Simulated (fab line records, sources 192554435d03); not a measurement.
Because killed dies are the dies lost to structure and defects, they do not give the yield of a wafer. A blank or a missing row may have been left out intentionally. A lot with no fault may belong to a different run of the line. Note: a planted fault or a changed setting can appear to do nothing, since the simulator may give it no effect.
Which tool did it? ; flow n5 finfet ; 18 wafers from 6 lots sampled at 5 of the route's 1938 steps

== WHAT EACH GAUGE READ, for each wafer ==
N5_BEOL_M9_THK_MEAS_53: measures by xrf.
lot;measured;on;M9_THK (nm)
L335;day 11 19:01;film metro-02;137 140 140
L336;day 12 02:38;film metro-02;139 136 143
L339;day 13 04:01;film metro-01;144 142 143
L342;day 13 16:31;film metro-01;146 136 139
L353;day 16 13:37;film metro-02;137 140 138
L356;day 17 09:02;film metro-02;140 141 142

== WHICH TOOL RAN EACH LOT (tool, then ch and the chambers of the sampled wafers, then the start) ==
lot;N5_BEOL_M9_PRE_CLEAN_45;N5_BEOL_M9_SPUTTER_48;N5_BEOL_M9_ECD_50;N5_BEOL_M9_CMP_52
L335;pvd sputter-01, day 11 17:35;pvd sputter-01, day 11 18:12;ecd cu-02 ch 0,1, day 11 18:19;cmp-02 ch 1,3, day 11 18:46
L336;pvd sputter-01, day 11 23:26;pvd sputter-03, day 12 01:49;ecd cu-02 ch 0, day 12 01:56;cmp-01 ch 1,2,3, day 12 02:21
L339;pvd sputter-02, day 13 02:38;pvd sputter-03, day 13 03:09;ecd cu-02 ch 0,1, day 13 03:16;cmp-03 ch 1,2,3, day 13 03:43
L342;pvd sputter-01, day 13 14:56;pvd sputter-01, day 13 15:34;ecd cu-01 ch 0,1, day 13 15:41;cmp-02 ch 1,2,3, day 13 16:18
L353;pvd sputter-01, day 16 11:39;pvd sputter-01, day 16 12:26;ecd cu-02 ch 0,1, day 16 12:36;cmp-03 ch 0,2, day 16 13:19
L356;pvd sputter-03, day 17 07:17;pvd sputter-01, day 17 08:08;ecd cu-02 ch 1, day 17 08:14;cmp-01 ch 0,3, day 17 08:44
- N5_BEOL_M9_PRE_CLEAN_45: time 30 s.
- N5_BEOL_M9_SPUTTER_48: material Cu, target thk 12 nm, time 2 s.
- N5_BEOL_M9_ECD_50: material Cu, target thk 318 nm.
- N5_BEOL_M9_CMP_52: polishes, stops on SiCOH lowk, t overpolish 7 s, target thk 140 nm.

== THE ANSWER, worked out from the rows above alone ==
Rule: the usual values come from the lots themselves. Put in order of their means at a reading, lots are off if they are a third of the lots or fewer, leave a main group of 4 or more, and stand apart from it by a gap of 3 or more times the standard deviation of the main group's means; of several such gaps the widest counts. If all means in a main group match to the digits the tables above print for the reading, that group is not used. A lot without any number at a reading at which 4 lots or more have one is off too. The other lots that the step has rows for count as sound.
No lot is off on any of the readings shown, so nothing can be concluded from this.

== WHAT WAS PUT IN BY THE SIMULATOR ==
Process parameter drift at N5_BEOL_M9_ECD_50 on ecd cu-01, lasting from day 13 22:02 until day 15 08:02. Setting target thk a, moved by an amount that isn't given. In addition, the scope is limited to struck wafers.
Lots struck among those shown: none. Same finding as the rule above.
